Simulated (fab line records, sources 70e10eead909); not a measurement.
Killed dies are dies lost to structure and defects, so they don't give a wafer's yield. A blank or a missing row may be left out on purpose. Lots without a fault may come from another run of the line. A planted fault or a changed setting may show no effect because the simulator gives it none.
Chamber matching | flow nand_harc | NHARC_A_CONTACT_CMP_20 on cmp-03: 4 sister chambers
The step polishes, t overpolish 30 s, target thk 300 nm. 18 wafers are shown with their chamber, then 9 later ones without.

WAFERS WITH THEIR CHAMBER
wafer  | chamber | motor_current_A (A) | overpolish_run_s (s) | time_to_endpoint_s (s)
L075.4 | 3       | 12.4                | 29.993               | 61.2
L075.5 | 1       | 12.4                | 29.986               | 60.8
L075.6 | 2       | 11.5                | 30.005               | 59.7
L076.1 | 0       | 12.0                | 30.032               | 60.0
L076.2 | 3       | 11.6                | 29.998               | 61.7
L076.5 | 3       | 11.3                | 30.003               | 59.0
L074.1 | 2       | 11.5                | 29.996               | 61.1
L074.2 | 1       | 13.3                | 29.999               | 60.4
L074.6 | 1       | 12.7                | 30.002               | 59.9
L078.2 | 2       | 11.7                | 29.999               | 55.0
L078.3 | 0       | 11.8                | 29.993               | 57.7
L078.4 | 3       | 11.7                | 30.006               | 51.3
L081.2 | 1       | 13.0                | 29.999               | 54.3
L081.4 | 2       | 11.2                | 30.010               | 60.7
L081.5 | 3       | 11.9                | 29.999               | 57.3
L085.1 | 0       | 12.1                | 30.003               | 56.3
L085.2 | 2       | 11.2                | 30.003               | 56.4
L085.4 | 1       | 12.4                | 30.004               | 57.3

SIGNATURES (means of the wafers above)
reading            | chamber 0 | chamber 1 | chamber 2 | chamber 3 | scatter within a chamber
motor_current_A    | 11.967    | 12.760    | 11.420    | 11.780    | 0.329
overpolish_run_s   | 30.00933  | 29.99800  | 30.00260  | 29.99980  | 0.00939
time_to_endpoint_s | 58.000    | 58.540    | 58.580    | 58.100    | 3.13
Rule: a wafer's distance from a chamber is the root of the sum, over the readings, of the square of ((its reading less the chamber's mean) divided by the reading's scatter). The wafer belongs to the nearest chamber; if the next one is less than 2 further off, it can't be placed. The scatter: the root of (the sum of the squares of (reading less its chamber's mean) over the shown wafers, divided by (wafers less chambers)).

WAFERS WITHOUT THEIR CHAMBER
wafer  | motor_current_A (A) | overpolish_run_s (s) | time_to_endpoint_s (s)
L089.1 | 12.3                | 29.984               | 54.1
L089.2 | 11.9                | 30.005               | 55.3
L089.5 | 12.6                | 29.990               | 55.4
L092.1 | 12.2                | 29.982               | 59.9
L092.3 | 13.0                | 30.017               | 61.0
L092.4 | 11.0                | 30.007               | 58.9
L096.1 | 11.9                | 30.001               | 56.1
L096.2 | 11.3                | 29.987               | 61.7
L096.4 | 12.5                | 29.988               | 57.2

WHICH CHAMBER EACH WENT THROUGH
wafer  | from the rows above               | in truth
L089.1 | can't be placed: 1 or 3 or 0 or 2 | 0
L089.2 | can't be placed: 0 or 3 or 2 or 1 | 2
L089.5 | can't be placed: 1 or 3 or 0      | 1
L092.1 | can't be placed: 3 or 1 or 0 or 2 | 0
L092.3 | can't be placed: 1 or 0 or 3      | 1
L092.4 | can't be placed: 2 or 3 or 0      | 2
L096.1 | can't be placed: 3 or 0 or 2 or 1 | 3
L096.2 | can't be placed: 2 or 3 or 0      | 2
L096.4 | can't be placed: 1 or 3 or 0      | 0
Placed correctly: 0 of 9. Can't be placed from these rows: 9 (the true chamber is among the candidates in 9). Placed wrongly: 0.
